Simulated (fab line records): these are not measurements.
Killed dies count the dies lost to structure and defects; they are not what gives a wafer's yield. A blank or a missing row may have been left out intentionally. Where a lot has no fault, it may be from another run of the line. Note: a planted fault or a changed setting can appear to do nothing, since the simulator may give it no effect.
Which tool was responsible?	flow n5Finfet	17 wafers sampled from 7 lots at 1 step of a route of 1938

## WHAT THE GAUGES SHOWED, per wafer
N5_ILD0_INSPECT_06: inspects for defects (darkfield).
lot	measured	on	rawDefectCount
L177	day 4 11:14	defectInspect-01	23 39
L180	day 5 04:44	defectInspect-02	53 62
L182	day 5 17:02	defectInspect-02	48 48 25
L188	day 7 04:29	defectInspect-02	32 53
L192	day 8 04:09	defectInspect-02	38 13
L195	day 9 00:00	defectInspect-02	29 45 35
L197	day 9 15:23	defectInspect-02	35 35 29

## WHICH TOOL RAN EACH LOT (tool, then ch and the chambers of the sampled wafers, then the start)
Before these readings, the record contains no process step.

## THE ANSWER, worked out from the rows above alone
Rule: what is usual is taken from the lots themselves. Put in order of their means at a reading, lots are off if they are a third of the lots or fewer, leave a main group of 4 or more, and stand apart from it by a gap of 3 or more times the standard deviation of the main group's means; of several such gaps the widest counts. The tables above print the reading to a certain number of digits; a main group whose means all agree to those digits is not used. Also off: a lot with no number at a reading for which 4 or more lots have one. The other lots that the step has rows for count as sound.
None of the lots is off at any reading shown; this tells nothing.

## WHAT HAD BEEN PUT IN BY THE SIMULATOR
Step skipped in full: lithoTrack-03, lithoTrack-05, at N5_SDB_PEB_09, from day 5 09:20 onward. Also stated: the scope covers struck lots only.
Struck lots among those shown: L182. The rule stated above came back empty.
